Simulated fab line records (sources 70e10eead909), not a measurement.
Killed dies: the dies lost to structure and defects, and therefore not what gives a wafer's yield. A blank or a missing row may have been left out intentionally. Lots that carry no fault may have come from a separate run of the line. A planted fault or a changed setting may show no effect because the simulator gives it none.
Problem report in the 8D (eight disciplines) form, filled by code :: flow nand harc :: the parts of the form that need people (team, actions taken, sign-off) are left out

## 1. THE ISSUE
run length s at NHARC_P_BONDPAD_ETCH_12 reads a mean of 108.0 s on 2 wafers of 2 lots; wafers without a fault read 121.2 s with a standard deviation of 0.42. Measured from the usual mean, that is -31 standard deviations.
The step: etches the open film in CHF3/O2, target depth 200 nm, time 100 s.
The first sign was on wafer L430.6 at day 11 07:37, on rie diel-11. The record has a number at this step for 42 wafers belonging to 14 lots. Rule for "out" (also "out of limits"): further than 4 standard deviations from the usual mean. All remaining wafers that have a number are taken as sound.

## 2. WHAT IT IS, WHAT IT ISN'T
question: which readings at this step
is: run length s
is not: drypump motor current A, oes product au, rf vpp V, showerhead plenum p Torr, throttle valve pct

question: which lots
is: L430, L433
is not: L420, L421, L422, L423, L424, L425, L426, L432, L439, L440, L441, L442

question: which wafers of those lots
is: L430.6, L433.6
is not: L430.1, L430.3, L433.3, L433.4

question: read on which tools
is: rie diel-11
is not: rie diel-09, rie diel-12

question: when
is: from day 11 07:37
is not: up to then (23 sound wafers); but 17 sound wafers of L432, L433, L439, L440, L441, L442 came after

## 3. WHAT RULES OUT EACH SUSPECT
Counting: any tool at a process step up to the reading remains a suspect provided it ran every lot that is out. Sound lots after the first of them don't rule it out here, since some wafers of a struck lot are sound.
- rie diel-11 at NHARC_P_BONDPAD_ETCH_12 (etches the open film in CHF3/O2, target depth 200 nm, time 100 s): kept. Every lot that is out went through it, the first being L430 (day 11 07:37); the last sound lot it ran before that was L425 (day 8 22:18). Out on those wafers are its own readings of run length s.
Left after counting: rie diel-11 at NHARC_P_BONDPAD_ETCH_12.

## 4. THE CAUSE (what the simulator had put in)
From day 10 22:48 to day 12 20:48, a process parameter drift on rie diel-11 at NHARC_P_BONDPAD_ETCH_12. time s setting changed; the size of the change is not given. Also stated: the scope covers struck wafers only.
After counting, this tool was the only one left.

## 5. THE CHAIN OF EFFECTS, in route order
One row per reading whose mean, taken over the struck wafers that have a number, lies over 3 standard deviations from the usual. Readings are gone through only where the record gives a usual standard deviation; hours: the median, over the lots, of the time from a lot's start at the first step in this table giving one to that lot's start at this step; sigmas: the change measured in usual standard deviations.
hours: 0
step: NHARC_P_BONDPAD_ETCH_12
reading: run length s
usual: 121.2 s
on struck wafers: 108.0
change: -13.2
sigmas: -31
It contains these process steps:
- NHARC_P_BONDPAD_ETCH_12: etches the open film in CHF3/O2, target depth 200 nm, time 100 s.
Readings that are blank on the struck wafers while sound wafers have them: rf fwd power W at NHARC_P_BONDPAD_ETCH_12.
Later steps that measure or inspect, where all struck wafers having a row at the step show a number for every such reading and not one has moved that far: NHARC_P_BONDPAD_CD_MEAS_13.

## 6. WHAT WOULD HAVE CAUGHT IT SOONER
In this record no reading fell out of limits until day 11 07:37, 9 hours after the fault had begun at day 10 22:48.
